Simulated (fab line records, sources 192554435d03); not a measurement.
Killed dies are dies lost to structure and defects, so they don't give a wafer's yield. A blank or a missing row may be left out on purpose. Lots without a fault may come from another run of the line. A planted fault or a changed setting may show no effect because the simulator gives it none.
Which tool did it? | flow n5_finfet | 8 lots, 23 wafers sampled, at 4 steps of a route of 1938

WHAT THE GAUGES READ, wafer by wafer
N5_GATE_CUT_CD_MEAS_13: target cd 20 nm.
lot  | measured    | on        | cd_nm (nm)
L813 | day 5 07:05 | cd_sem-01 | 20.1 20.0 19.4
L815 | day 5 19:36 | cd_sem-03 | 20.4 20.2 20.2
L819 | day 6 23:40 | cd_sem-03 | 20.1 19.7
L820 | day 7 01:02 | cd_sem-03 | 20.6 20.1 20.2
L826 | day 8 10:28 | cd_sem-03 | 20.3 19.8 20.0
L828 | day 8 23:13 | cd_sem-02 | 20.1 19.6 20.0
L830 | day 9 10:41 | cd_sem-01 | 19.8 19.8 20.3
L831 | day 9 18:49 | cd_sem-01 | 19.8 19.4 19.9

WHICH TOOL RAN EACH LOT (tool, then ch and the chambers of the sampled wafers, then the start)
lot  | N5_HKMG_FIN_ETCH_35               | N5_HKMG_FIN_STRIP_92              | N5_GATE_CUT_SAC_CAP_01
L813 | rie_diel-05 ch 0,1,3, day 4 22:45 | rie_diel-05 ch 0,1,3, day 4 22:54 | ald_sin-01 ch 0,1,3, day 5 04:08
L815 | rie_diel-02 ch 0,3, day 5 11:34   | rie_diel-02 ch 0,3, day 5 11:43   | ald_sin-01 ch 0,2, day 5 16:30
L819 | rie_diel-02 ch 2,3, day 6 15:44   | rie_diel-02 ch 2,3, day 6 15:53   | ald_sin-04 ch 1,2, day 6 20:35
L820 | rie_diel-05 ch 0,2, day 6 17:16   | rie_diel-05 ch 0,2, day 6 17:24   | ald_sin-03 ch 0,1,3, day 6 22:05
L826 | rie_diel-06 ch 1,2, day 8 02:31   | rie_diel-06 ch 1,2, day 8 02:40   | ald_sin-03 ch 0,1,3, day 8 07:24
L828 | rie_diel-02 ch 0,3, day 8 15:23   | rie_diel-02 ch 0,3, day 8 15:32   | ald_sin-01 ch 2,3, day 8 20:17
L830 | rie_diel-05 ch 0,2,3, day 9 02:44 | rie_diel-05 ch 0,2,3, day 9 02:53 | ald_sin-04 ch 0,1,2, day 9 07:37
L831 | rie_diel-02 ch 0,2, day 9 10:53   | rie_diel-02 ch 0,2, day 9 11:02   | ald_sin-01 ch 0,1,2, day 9 15:45
- N5_HKMG_FIN_ETCH_35: etches SOC in N2/H2, target depth 215.8 nm, time 243.4 s.
- N5_HKMG_FIN_STRIP_92: strips SOC in N2/H2, time 20 s.
- N5_GATE_CUT_SAC_CAP_01: material SiNx, target thk 24 nm, pulse time 1 s, ald cycles 480.

THE ANSWER, worked out from the rows above alone
Rule: what is usual is taken from the lots themselves. Put in order of their means at a reading, lots are off if they are a third of the lots or fewer, leave a main group of 4 or more, and stand apart from it by a gap of 3 or more times the standard deviation of the main group's means; of several such gaps the widest counts. A main group whose means are all the same, to the digits that the tables above print for the reading, isn't used. A lot without any number at a reading at which 4 lots or more have one is off too. The other lots that the step has rows for count as sound.
No lot is off at any reading shown: from this, nothing can be told.

WHAT THE SIMULATOR HAD PUT IN
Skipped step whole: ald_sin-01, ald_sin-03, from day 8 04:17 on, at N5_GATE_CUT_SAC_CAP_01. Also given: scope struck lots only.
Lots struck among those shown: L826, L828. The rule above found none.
